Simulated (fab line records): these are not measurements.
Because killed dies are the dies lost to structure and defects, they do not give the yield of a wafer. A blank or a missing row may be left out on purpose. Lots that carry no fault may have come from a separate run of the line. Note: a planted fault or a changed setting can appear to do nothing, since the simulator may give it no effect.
fab line records + flow n5-finfet
record
- lots=9
- wafers=27
- last-day=19
route steps=1938 shown ILD0@344 SDB@364 DUMMY_REMOVAL@378 BEOL_M4@1111 PASSIVATION@1936
lots that met no fault: from a run of the same line without faults
start-h: hours from the record's first day to the start of the lot's first wafer shown + wait-h: hours from the lot's prior step to this one + " as in the row above + L1.1+2: a single row standing in for several wafers + - no value present, or no start provided + * or withheld: withheld + < > ~ a bound
route shown NAME@n: NAME is a module with steps in the file, n the number in the route of the first one + usual: mean/standard deviation taken from wafers without a fault + same: alike in all rows + chamber/n: place in a boat + sites: each site's reading + _std_site: their standard deviation + _edge_site: inner sites' mean taken away from outer sites' mean + radius-mm: for every site, how far away it sits from the centre of the wafer + mask NAME#n: copy n + behind: the most recent tool/chamber to have shaped the wafer + hold: the reason the lot was held/the length of the hold in hours/how it ended + device: which transistor (n, p or np) failed to switch + end of line: tests run on the same wafers once the route is complete + where a step has no rows: the recipe by itself + killed: the dies lost at the first sort to structure and to defects; this is not the yield of the wafer + map: per-die view of a wafer (x killed, . not killed, _ where there is no die)
set.NAME: the setting as run; set.NAME@STEP: as run at that earlier step + model.NAME: the simulator's own value behind a step, which no gauge read
a sample of lots followed through the steps of the route, with each step as a table and each wafer as a row
services: when a tool's chamber went out of use (start-h, in hours from the record's first day, below 0 if earlier), for how many hours, and the reason
## steps
# step N5_ILD0_CMP_12
# recipe
- stop-on=poly-Si
- material=SiNx
- t-overpolish-s=6
- post-cmp-clean=alkaline-brush
- down-force-psi=2.5
- platen-rpm=51.8
- pad-velocity-m-s=1.0307
- target-thk-nm=17.67
# usual
- motor-current-A=9.2/1
- overpolish-run-s=6.000/0.0097
- slurry-flow-ml-min=150.1/0.47
- time-to-endpoint-s=29.0/2.1
| lot.wafer | tool   | chamber | start-h | wait-h | motor-current-A | overpolish-run-s | slurry-flow-ml-min | time-to-endpoint-s |
|-----------|--------|---------|---------|--------|-----------------|------------------|--------------------|--------------------|
| L404.1    | cmp-03 | 2       | 70.42   | 1.2    | 9.8             | 5.992            | 149.4              | 27.7               |
| L404.3    | "      | 3       | "       | "      | 10.1            | 6.002            | 150.4              | 29.3               |
| L404.5    | "      | 2       | "       | "      | 9.7             | 5.990            | 150.1              | 28.7               |
| L405.2    | cmp-01 | 3       | 75.26   | 1.2    | 7.8             | 5.996            | 150.5              | 28.7               |
| L405.4    | "      | 1       | "       | "      | 10.8            | 6.019            | 150.4              | 27.4               |
| L405.5    | "      | 3       | "       | "      | 8.0             | 5.989            | 149.7              | 28.9               |
| L409.2    | cmp-02 | 2       | 95.63   | 1.1    | 9.7             | 5.991            | 150.3              | 27.8               |
| L409.1    | "      | 3       | "       | "      | 9.9             | 5.991            | 150.5              | 25.9               |
| L409.6    | "      | 2       | "       | "      | 9.4             | 5.998            | 150.3              | 28.6               |
| L414.4    | cmp-03 | 1       | 124.92  | 1.2    | 9.7             | 6.011            | 150.3              | 28.0               |
| L414.1    | "      | 2       | "       | "      | 10.3            | 5.998            | 150.3              | 26.5               |
| L414.2    | "      | 3       | "       | "      | 10.1            | 6.000            | 150.1              | 30.2               |
| L416.3    | cmp-02 | 2       | 146.25  | 1.1    | 9.1             | 6.000            | 149.9              | 30.0               |
| L416.4    | "      | 0       | "       | "      | 7.6             | 5.999            | 149.1              | 27.5               |
| L416.5    | "      | 3       | "       | "      | 9.3             | 6.001            | 149.0              | 25.7               |
| L418.3    | cmp-02 | 0       | 152.19  | 1.2    | 7.2             | 5.996            | 150.3              | 29.4               |
| L418.2    | "      | 1       | "       | "      | 8.2             | 6.004            | 149.5              | 31.8               |
| L418.5    | "      | 0       | "       | "      | 7.7             | 6.001            | 150.4              | 28.5               |
| L425.2    | cmp-01 | 1       | 193.67  | 1.1    | 10.5            | 5.978            | 149.8              | 26.2               |
| L425.6    | "      | 1       | "       | "      | 10.1            | 6.002            | 149.5              | 29.0               |
| L425.5    | "      | 2       | "       | "      | 10.6            | 6.005            | 150.6              | 29.1               |
| L426.4    | cmp-02 | 2       | 198.28  | 1.2    | 9.0             | 5.994            | 150.0              | 29.4               |
| L426.1    | "      | 3       | "       | "      | 10.2            | 5.997            | 150.1              | 28.2               |
| L426.5    | "      | 2       | "       | "      | 8.9             | 6.016            | 150.2              | 29.3               |
| L427.1    | cmp-03 | 1       | 213.07  | 1.1    | 9.4             | 6.016            | 150.5              | 25.5               |
| L427.3    | "      | 0       | "       | "      | 8.7             | 5.998            | 150.4              | 29.8               |
| L427.6    | "      | 2       | "       | "      | 10.0            | 5.996            | 150.4              | 30.6               |
# step N5_SDB_HM_OPEN_20
# recipe
- chemistry=CH3F/O2
- target=SiNx
- mask-material=SOC
- target-depth-a=240
- stop-on=poly-Si
- over-etch-frac=0.4
- ion-energy-ev=120
- pressure-mtorr=30
- source-w=395
- bias-w=73
- Ar_flow_sccm=150
- CH3F_flow_sccm=30
- O2_flow_sccm=20
# usual
- drypump-motor-current-A=5.9/0.43
- oes-product-au=0.67/0.074
- rf-vpp-V=301/6.1
- showerhead-plenum-p-Torr=2.01/0.084
- throttle-valve-pct=16.33/0.24
| lot.wafer | tool        | chamber | start-h | wait-h | drypump-motor-current-A | oes-product-au | rf-hours-counter-h | rf-vpp-V | showerhead-plenum-p-Torr | throttle-valve-pct |
|-----------|-------------|---------|---------|--------|-------------------------|----------------|--------------------|----------|--------------------------|--------------------|
| L404.1    | rie-diel-02 | 1       | 71.51   | 0.0    | 6.2                     | 0.56           | 230                | 296      | 1.89                     | 16.44              |
| L404.3    | "           | 0       | "       | "      | 6.4                     | 0.61           | 137                | 307      | 1.93                     | 16.42              |
| L404.5    | "           | 0       | "       | "      | 6.4                     | 0.61           | -                  | 305      | 1.93                     | 16.43              |
| L405.2    | rie-diel-04 | 3       | 76.39   | 0.0    | 5.3                     | 0.75           | 6                  | 294      | 1.96                     | 15.94              |
| L405.4    | "           | 0       | "       | "      | 6.3                     | 0.56           | 248                | 302      | 1.96                     | 16.43              |
| L405.5    | "           | 0       | "       | "      | 6.3                     | 0.56           | -                  | 302      | 1.96                     | 16.42              |
| L409.1    | rie-diel-02 | 1       | 97.14   | 0.0    | 6.2                     | 0.57           | 238                | 296      | 1.89                     | 16.46              |
| L409.2    | "           | 0       | "       | "      | 6.4                     | 0.62           | 145                | 305      | 1.92                     | 16.44              |
| L409.6    | "           | 0       | "       | "      | 6.4                     | 0.62           | -                  | 306      | 1.92                     | 16.43              |
| L414.1    | rie-diel-03 | 2       | 125.88  | 0.0    | 5.1                     | 0.59           | 174                | 307      | 2.00                     | 16.35              |
| L414.2    | "           | 0       | "       | "      | 5.6                     | 0.58           | 215                | 290      | 1.89                     | 16.49              |
| L414.4    | "           | 3       | "       | "      | 5.4                     | 0.72           | 22                 | 309      | 2.12                     | 15.94              |
| L416.3    | rie-diel-02 | 2       | 147.38  | 0.0    | 6.0                     | 0.65           | 112                | 305      | 2.11                     | 16.27              |
| L416.4    | "           | 0       | "       | "      | 6.4                     | 0.61           | 164                | 308      | 1.92                     | 16.46              |
| L416.5    | "           | 0       | "       | "      | 6.4                     | 0.61           | -                  | 306      | 1.92                     | 16.48              |
| L418.2    | rie-diel-03 | 1       | 154.11  | 0.0    | 5.9                     | 0.71           | 41                 | 296      | 2.05                     | 16.58              |
| L418.3    | "           | 0       | "       | "      | 5.6                     | 0.59           | 224                | 290      | 1.89                     | 16.52              |
| L418.5    | "           | 1       | "       | "      | 5.9                     | 0.72           | -                  | 298      | 2.05                     | 16.59              |
| L425.2    | rie-diel-03 | 0       | 195.17  | 0.0    | 5.7                     | 0.57           | 244                | 290      | 1.88                     | 16.57              |
| L425.5    | "           | 3       | "       | "      | 5.4                     | 0.70           | -                  | 309      | 2.11                     | 16.01              |
| L425.6    | "           | 0       | "       | "      | 5.7                     | 0.57           | -                  | 289      | 1.88                     | 16.57              |
| L426.1    | rie-diel-04 | 1       | 199.24  | 0.0    | 6.3                     | 0.73           | 47                 | 295      | 2.05                     | 16.38              |
| L426.4    | "           | 3       | "       | "      | 5.3                     | 0.72           | 37                 | 293      | 1.95                     | 16.00              |
| L426.5    | "           | 1       | "       | "      | 6.3                     | 0.73           | -                  | 294      | 2.05                     | 16.40              |
| L427.1    | rie-diel-02 | 1       | 214.22  | 0.0    | 6.2                     | 0.72           | 24                 | 301      | 2.13                     | 16.04              |
| L427.3    | "           | 0       | "       | "      | 6.3                     | 0.58           | 200                | 307      | 1.91                     | 16.55              |
| L427.6    | "           | 1       | "       | "      | 6.2                     | 0.73           | -                  | 302      | 2.13                     | 16.06              |
# step N5_SDB_STRIP_22
# recipe
- chemistry=N2/H2
- power-w=1000
- temp-c=250
- h2-frac=0.65
- overash-fraction=0.3
- pressure-mtorr=withheld
- n2-flow-sccm=1750
- h2-flow-sccm=3250
# usual
- drypump-motor-current-A=5.5/0.46
- heater-power-w=353/11
- oes-product-au=0.715/0.0043
- strip-time-to-endpoint-s=96.2/0.49
| lot.wafer | tool            | chamber | start-h | wait-h | drypump-motor-current-A | heater-power-w | oes-product-au | rf-hours-counter-h | strip-time-to-endpoint-s |
|-----------|-----------------|---------|---------|--------|-------------------------|----------------|----------------|--------------------|--------------------------|
| L404.1    | plasma-asher-01 | 0       | 71.59   | 0.1    | 5.0                     | 366            | 0.718          | 34                 | 96.1                     |
| L404.3    | "               | 0       | "       | "      | 5.0                     | 352            | 0.714          | -                  | 96.1                     |
| L404.5    | "               | 0       | "       | "      | 4.9                     | 351            | 0.716          | -                  | 96.0                     |
| L405.2    | plasma-asher-01 | 0       | 76.47   | 0.1    | 5.0                     | 361            | 0.710          | 34                 | 95.1                     |
| L405.4    | "               | 1       | "       | "      | 5.8                     | 345            | 0.713          | -                  | 95.9                     |
| L405.5    | "               | 0       | "       | "      | 5.0                     | 364            | 0.713          | -                  | 95.6                     |
| L409.1    | plasma-asher-02 | 0       | 97.22   | 0.1    | 5.2                     | 367            | 0.721          | 89                 | 96.5                     |
| L409.2    | "               | 1       | "       | "      | 6.1                     | 356            | 0.713          | 89                 | 96.6                     |
| L409.6    | "               | 0       | "       | "      | 5.3                     | 354            | 0.710          | -                  | 96.7                     |
| L414.1    | plasma-asher-02 | 0       | 125.98  | 0.1    | 5.3                     | 357            | 0.715          | 96                 | 97.1                     |
| L414.2    | "               | 1       | "       | "      | 6.1                     | 365            | 0.672          | 96                 | 104.4                    |
| L414.4    | "               | 1       | "       | "      | 6.1                     | 353            | 0.676          | -                  | 104.5                    |
| L416.3    | plasma-asher-02 | 0       | 147.50  | 0.1    | 5.2                     | 367            | 0.707          | -                  | 95.5                     |
| L416.4    | "               | 1       | "       | "      | 6.1                     | 367            | 0.681          | -                  | 104.1                    |
| L416.5    | "               | 1       | "       | "      | 6.1                     | 363            | 0.680          | -                  | 104.0                    |
| L418.2    | plasma-asher-01 | 0       | 154.19  | 0.1    | 5.0                     | 360            | 0.725          | 49                 | 96.3                     |
| L418.3    | "               | 0       | "       | "      | 4.9                     | 366            | 0.704          | -                  | 96.3                     |
| L418.5    | "               | 0       | "       | "      | 5.0                     | 355            | 0.710          | -                  | 96.7                     |
| L425.2    | plasma-asher-01 | 0       | 195.25  | 0.1    | 4.9                     | 364            | 0.709          | 58                 | 96.0                     |
| L425.5    | "               | 1       | "       | "      | 5.8                     | 338            | 0.711          | -                  | 96.0                     |
| L425.6    | "               | 0       | "       | "      | 4.9                     | 358            | 0.716          | -                  | 96.2                     |
| L426.1    | plasma-asher-01 | 1       | 199.32  | 0.1    | 5.8                     | 327            | 0.716          | 59                 | 95.9                     |
| L426.4    | "               | 1       | "       | "      | 5.8                     | 346            | 0.719          | -                  | 96.1                     |
| L426.5    | "               | 1       | "       | "      | 5.8                     | 342            | 0.714          | -                  | 96.4                     |
| L427.1    | plasma-asher-02 | 0       | 214.31  | 0.1    | 5.3                     | 364            | 0.719          | 111                | 96.4                     |
| L427.3    | "               | 1       | "       | "      | 6.2                     | 363            | 0.712          | -                  | 96.3                     |
| L427.6    | "               | 1       | "       | "      | 6.1                     | 364            | 0.714          | -                  | 96.6                     |
# step N5_DUMMY_REMOVAL_STRIP_10
# recipe
- chemistry=N2/H2
- time-s=40
- power-w=100
- temp-c=40
- pressure-mtorr=100
- rf-frequency-hz=6e+07
- bias-power-w=3
- n2-flow-sccm=300
- h2-flow-sccm=300
# usual
- drypump-motor-current-A=5.6/0.67
- oes-product-au=0.75/0.068
- rf-vpp-V=45.3/0.77
- showerhead-plenum-p-Torr=3.39/0.12
- throttle-valve-pct=12.30/0.2
| lot.wafer | tool        | chamber | start-h | wait-h | drypump-motor-current-A | oes-product-au | rf-hours-counter-h | rf-vpp-V | showerhead-plenum-p-Torr | throttle-valve-pct |
|-----------|-------------|---------|---------|--------|-------------------------|----------------|--------------------|----------|--------------------------|--------------------|
| L404.1    | rie-diel-05 | 0       | 75.27   | 0.0    | 6.7                     | 0.72           | 167                | 45.5     | 3.21                     | 12.53              |
| L404.3    | "           | 1       | "       | "      | 6.7                     | 0.76           | 122                | 46.1     | 3.25                     | 12.24              |
| L404.5    | "           | 0       | "       | "      | 6.7                     | 0.72           | -                  | 45.9     | 3.21                     | 12.53              |
| L405.2    | rie-diel-01 | 3       | 80.45   | 0.0    | 4.7                     | 0.73           | 195                | 46.1     | 3.35                     | 12.46              |
| L405.4    | "           | 0       | "       | "      | 5.0                     | 0.80           | 127                | 45.3     | 3.52                     | 12.36              |
| L405.5    | "           | 0       | "       | "      | 5.0                     | 0.80           | -                  | 45.7     | 3.52                     | 12.38              |
| L409.1    | rie-diel-01 | 0       | 101.31  | 0.0    | 5.0                     | 0.80           | 134                | 45.8     | 3.52                     | 12.39              |
| L409.2    | "           | 3       | "       | "      | 4.7                     | 0.72           | 201                | 45.4     | 3.35                     | 12.47              |
| L409.6    | "           | 3       | "       | "      | 4.7                     | 0.72           | -                  | 44.9     | 3.35                     | 12.48              |
| L414.1    | rie-diel-06 | 3       | 129.67  | 0.0    | 5.5                     | 0.75           | 160                | 46.3     | 3.37                     | 12.34              |
| L414.2    | "           | 0       | "       | "      | 6.4                     | 0.85           | 56                 | 46.5     | 3.57                     | 11.88              |
| L414.4    | "           | 0       | "       | "      | 6.4                     | 0.84           | -                  | 46.5     | 3.57                     | 11.88              |
| L416.3    | rie-diel-06 | 1       | 152.03  | 0.0    | 5.4                     | 0.73           | 182                | 45.7     | 3.35                     | 12.30              |
| L416.4    | "           | 0       | "       | "      | 6.4                     | 0.84           | 67                 | 44.3     | 3.56                     | 11.90              |
| L416.5    | "           | 1       | "       | "      | 5.4                     | 0.73           | -                  | 45.3     | 3.35                     | 12.32              |
| L418.2    | rie-diel-05 | 1       | 159.24  | 0.0    | 6.7                     | 0.74           | 151                | 43.9     | 3.23                     | 12.34              |
| L418.3    | "           | 2       | "       | "      | 5.3                     | 0.70           | 203                | 45.9     | 3.48                     | 12.31              |
| L418.5    | "           | 3       | "       | "      | 4.9                     | 0.95           | -                  | 44.7     | 3.61                     | 12.05              |
| L425.2    | rie-diel-01 | 0       | 199.12  | 0.0    | 5.0                     | 0.76           | 166                | 46.8     | 3.50                     | 12.47              |
| L425.5    | "           | 1       | "       | "      | 5.2                     | 0.67           | -                  | 45.5     | 3.46                     | 12.32              |
| L425.6    | "           | 0       | "       | "      | 5.0                     | 0.76           | -                  | 45.6     | 3.50                     | 12.47              |
| L426.1    | rie-diel-05 | 1       | 202.95  | 0.0    | 6.7                     | 0.73           | 170                | 44.9     | 3.22                     | 12.38              |
| L426.4    | "           | 0       | "       | "      | 6.7                     | 0.68           | 214                | 44.7     | 3.19                     | 12.63              |
| L426.5    | "           | 3       | "       | "      | 5.0                     | 0.91           | -                  | 45.7     | 3.60                     | 12.08              |
| L427.1    | rie-diel-06 | 2       | 218.91  | 0.0    | 6.5                     | 0.90           | 13                 | 44.6     | 3.32                     | 11.79              |
| L427.3    | "           | 0       | "       | "      | 6.4                     | 0.82           | 79                 | 46.2     | 3.55                     | 11.95              |
| L427.6    | "           | 1       | "       | "      | 5.4                     | 0.71           | -                  | 44.3     | 3.34                     | 12.33              |
# step N5_BEOL_M4_RC_MEAS_101
# usual
- DIBL_N=36.3/1.9
- DIBL_P=36.0/2.1
- IOFF_N=0.16/0.031
- IOFF_P=0.21/0.035
- ION_N=675/14
- ION_P=464/8.5
- SS_N=71.5/0.6
- SS_P=73.3/0.72
- VT_N=250/3.2
- VT_P=-250/3.1
| lot.wafer | tool      | chamber | start-h | wait-h | DIBL_N[mV/V] | DIBL_P[mV/V] | IOFF_N[nA/um] | IOFF_P[nA/um] | ION_N[uA/um] | ION_P[uA/um] | SS_N[mV/dec] | SS_P[mV/dec] | VT_N[mV] | VT_P[mV] |
|-----------|-----------|---------|---------|--------|--------------|--------------|---------------|---------------|--------------|--------------|--------------|--------------|----------|----------|
| L404.1    | prober-02 | 0       | 162.43  | 0.0    | 37.9         | 38.3         | 0.19          | 0.27          | 683          | 472          | 71.8         | 74.1         | 247      | -245     |
| L404.3    | "         | 0       | "       | "      | 38.2         | 39.7         | 0.21          | 0.31          | 705          | 484          | 71.7         | 74.4         | 245      | -244     |
| L404.5    | "         | 0       | "       | "      | 37.5         | 38.2         | 0.19          | 0.27          | 688          | 470          | 71.7         | 74.0         | 245      | -246     |
| L405.2    | prober-02 | 0       | 173.52  | 0.2    | 33.9         | 34.2         | 0.12          | 0.18          | 658          | 458          | 71.0         | 72.4         | 252      | -251     |
| L405.4    | "         | 0       | "       | "      | 36.2         | 36.9         | 0.16          | 0.23          | 668          | 462          | 71.5         | 73.3         | 250      | -248     |
| L405.5    | "         | 0       | "       | "      | 35.7         | 35.3         | 0.14          | 0.21          | 656          | 454          | 70.8         | 72.4         | 252      | -249     |
| L409.1    | prober-01 | 0       | 192.67  | 0.0    | 34.9         | 35.4         | 0.14          | 0.21          | 667          | 468          | 71.2         | 72.8         | 249      | -248     |
| L409.2    | "         | 0       | "       | "      | 33.6         | 34.7         | 0.13          | 0.20          | 671          | 470          | 71.3         | 72.7         | 250      | -248     |
| L409.6    | "         | 0       | "       | "      | 33.5         | 34.3         | 0.14          | 0.21          | 681          | 480          | 71.0         | 72.3         | 249      | -247     |
| L414.1    | prober-01 | 0       | 214.27  | 0.0    | 35.1         | 35.4         | 0.14          | 0.20          | 681          | 474          | 71.3         | 72.9         | 250      | -250     |
| L414.2    | "         | 0       | "       | "      | 34.2         | 34.7         | 0.13          | 0.19          | 668          | 459          | 71.3         | 73.1         | 254      | -251     |
| L414.4    | "         | 0       | "       | "      | 34.3         | 32.9         | 0.11          | 0.15          | 656          | 449          | 71.3         | 72.6         | 259      | -254     |
| L418.2    | prober-01 | 0       | 285.25  | 0.2    | 37.7         | 35.8         | 0.17          | 0.22          | 691          | 473          | 72.6         | 73.5         | 248      | -246     |
| L418.3    | "         | 0       | "       | "      | 36.4         | 34.5         | 0.15          | 0.19          | 675          | 462          | 72.1         | 72.9         | 250      | -251     |
| L418.5    | "         | 0       | "       | "      | 37.2         | 34.4         | 0.16          | 0.19          | 676          | 460          | 72.3         | 72.9         | 251      | -251     |
| L425.2    | prober-02 | 0       | 288.12  | 0.2    | 38.4         | 36.3         | 0.17          | 0.21          | 663          | 453          | 72.6         | 73.2         | 250      | -250     |
| L425.5    | "         | 0       | "       | "      | 35.6         | 34.7         | 0.12          | 0.19          | 668          | 464          | 71.1         | 73.2         | 252      | -251     |
| L425.6    | "         | 0       | "       | "      | 38.0         | 37.4         | 0.16          | 0.22          | 676          | 460          | 72.0         | 74.0         | 248      | -246     |
| L426.1    | prober-02 | 0       | 324.58  | 0.0    | 35.8         | 36.4         | 0.15          | 0.23          | 676          | 469          | 72.4         | 73.1         | 251      | -249     |
| L426.4    | "         | 0       | "       | "      | 34.3         | 34.6         | 0.13          | 0.19          | 673          | 465          | 71.7         | 72.1         | 253      | -250     |
| L426.5    | "         | 0       | "       | "      | 36.3         | 36.0         | 0.15          | 0.21          | 676          | 465          | 72.0         | 72.5         | 251      | -249     |
| L416.3    | prober-01 | 0       | 326.96  | 0.3    | 36.0         | 36.1         | 0.17          | 0.25          | 686          | 473          | 71.2         | 72.8         | 246      | -243     |
| L416.4    | "         | 0       | "       | "      | 35.6         | 35.3         | 0.16          | 0.23          | 681          | 468          | 71.7         | 72.9         | 247      | -249     |
| L416.5    | "         | 0       | "       | "      | 36.2         | 35.1         | 0.17          | 0.22          | 678          | 467          | 71.7         | 73.2         | 247      | -248     |
| L427.1    | prober-01 | 0       | 340.67  | 0.0    | 36.2         | 36.7         | 0.15          | 0.21          | 668          | 460          | 71.1         | 73.1         | 250      | -249     |
| L427.3    | "         | 0       | "       | "      | 36.5         | 36.7         | 0.15          | 0.21          | 668          | 458          | 70.7         | 73.2         | 251      | -248     |
| L427.6    | "         | 0       | "       | "      | 36.9         | 37.3         | 0.16          | 0.21          | 665          | 457          | 71.4         | 74.1         | 251      | -250     |
# step N5_PASSIVATION_PROBE_49
# usual
- defect-limited-yield=91.0/1.5
- killed_at_M0_to_M3=32/9.6
- killed_at_M4_up=13/4.7
- killed-at-contacts=13/7.2
- killed-at-front-end=44/13
- killed-at-other=4/3.4
- killed-dies=106/18
- killed-open=70/13
- killed-short=35/8
- sort_bin_5_function=5.3/0.97
- sort_bin_6_memory=3.4/0.73
- sort-n-pass=1074/18
- sort-yield-pct=91.0/1.5
# same
- gross-dies=1180
- killed-at-back-side=0
- sort_bin_4_leakage[%]=0
- sort_bin_8_speed[%]=0
| lot.wafer | tool      | chamber | start-h | wait-h | defect-limited-yield[%] | killed_at_M0_to_M3 | killed_at_M4_up | killed-at-contacts | killed-at-front-end | killed-at-other | killed-dies | killed-open | killed-short | sort_bin_5_function[%] | sort_bin_6_memory[%] | sort-n-pass | sort-yield-pct[%] |
|-----------|-----------|---------|---------|--------|-------------------------|--------------------|-----------------|--------------------|---------------------|-----------------|-------------|-------------|--------------|------------------------|----------------------|-------------|-------------------|
| L414.1    | prober-02 | -       | 296.23  | 0.3    | 89.7                    | 34                 | 13              | 29                 | 46                  | 0               | 122         | 81          | 41           | 6.5                    | 3.6                  | 1058        | 89.7              |
| L414.2    | prober-02 | -       | 296.28  | 0.3    | 90.9                    | 51                 | 9               | 16                 | 24                  | 7               | 107         | 72          | 35           | 5.5                    | 3.5                  | 1073        | 90.9              |
| L414.4    | prober-02 | -       | 296.38  | 0.4    | 91.7                    | 26                 | 19              | 15                 | 35                  | 3               | 98          | 68          | 30           | 4.4                    | 3.8                  | 1082        | 91.7              |
# killed by level:class
L414.1 MOL_CONTACT_COAG:geometric-particle:open=25 FIN_SAQP:geometric-particle:short=15 FIN_SAQP:geometric-particle:open=13 BEOL_M4:geometric-particle:open=10 BEOL_M0_SAQP:geometric-particle:open=10 BEOL_M0_SAQP:geometric-particle:short=9 BEOL_M3:geometric-particle:open=9 STARTING-WAFER:geometric-particle:short=7
L414.2 BEOL_M3:geometric-particle:open=13 MOL_CONTACT_COAG:geometric-particle:open=13 BEOL_M0_SAQP:geometric-particle:open=11 BEOL_M0_SAQP:geometric-particle:short=11 FIN_SAQP:geometric-particle:open=7 BEOL_M1:geometric-particle:open=6 FIN_SAQP:geometric-particle:short=5 BEOL_M2:geometric-particle:open=4
L414.4 MOL_CONTACT_COAG:geometric-particle:open=14 FIN_SAQP:geometric-particle:open=9 FIN_SAQP:geometric-particle:short=8 BEOL_M4:geometric-particle:open=8 BEOL_M0_SAQP:geometric-particle:short=6 BEOL_M3:geometric-particle:open=6 STI_FIN_REVEAL:geometric-particle:open=5 BEOL_M0_SAQP:geometric-particle:open=4
## services
| tool            | chamber | start-h | hours | kind                          |
|-----------------|---------|---------|-------|-------------------------------|
| rie-diel-03     | 1       | 50.89   | 8.8   | repair                        |
| rie-diel-02     | 3       | 52.36   | -     | clean                         |
| rie-diel-02     | 3       | 52.36   | -     | consumable-replace:focus-ring |
| rie-diel-05     | -       | 61.74   | 0.4   | repair                        |
| rie-diel-06     | -       | 78.44   | 14.6  | pm                            |
| cmp-03          | -       | 90.52   | 1.1   | repair                        |
| rie-diel-04     | 1       | 98.25   | 7.9   | repair                        |
| rie-diel-04     | -       | 101.94  | 0.2   | repair                        |
| rie-diel-03     | 2       | 103.38  | 6.4   | repair                        |
| rie-diel-03     | 0       | 107.48  | 11.9  | repair                        |
| rie-diel-04     | 0       | 111.02  | 1.2   | repair                        |
| plasma-asher-01 | -       | 121.47  | 0.7   | repair                        |
| plasma-asher-01 | -       | 129.22  | 2.8   | pm                            |
| rie-diel-02     | 1       | 132.22  | -     | clean                         |
| rie-diel-04     | -       | 153.03  | 28.1  | pm                            |
| cmp-03          | -       | 153.60  | 5.6   | pm                            |
| cmp-01          | -       | 156.94  | 4.0   | pm                            |
| rie-diel-02     | 1       | 162.01  | 21.4  | repair                        |
| rie-diel-05     | 2       | 167.42  | 14.2  | repair                        |
| rie-diel-06     | -       | 168.33  | 28.1  | pm                            |
| rie-diel-02     | 3       | 179.16  | 26.0  | repair                        |
| cmp-01          | -       | 180.89  | 3.8   | repair                        |
| rie-diel-04     | -       | 181.13  | 14.6  | pm                            |
| cmp-02          | -       | 192.55  | 0.3   | repair                        |
## key
first-sign
- step=N5_SDB_STRIP_22
- reading=strip-time-to-endpoint-s
- direction=up
- sigmas=16
- usual=*
- struck=*
effect
- step=N5_SDB_STRIP_22
- reading=oes-product-au
- direction=down
- sigmas=8.8
- usual=0.715
- struck=0.677
met-at N5_SDB_STRIP_22
struck-lots L414,L416
struck-wafers L414.2,L414.4,L416.4,L416.5
not-acting-at N5_ILD0_CMP_12,N5_SDB_HM_OPEN_20,N5_DUMMY_REMOVAL_STRIP_10
onset-between 97.22 125.98
fault
- kind=process-parameter-drift
- tool=plasma-asher-02
- chamber=1
- onset-h=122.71
- steps=N5_SDB_STRIP_22
- channel=power-w
- offset=*
- shape=step
- end-h=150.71
- acts-in=*
- stated=*
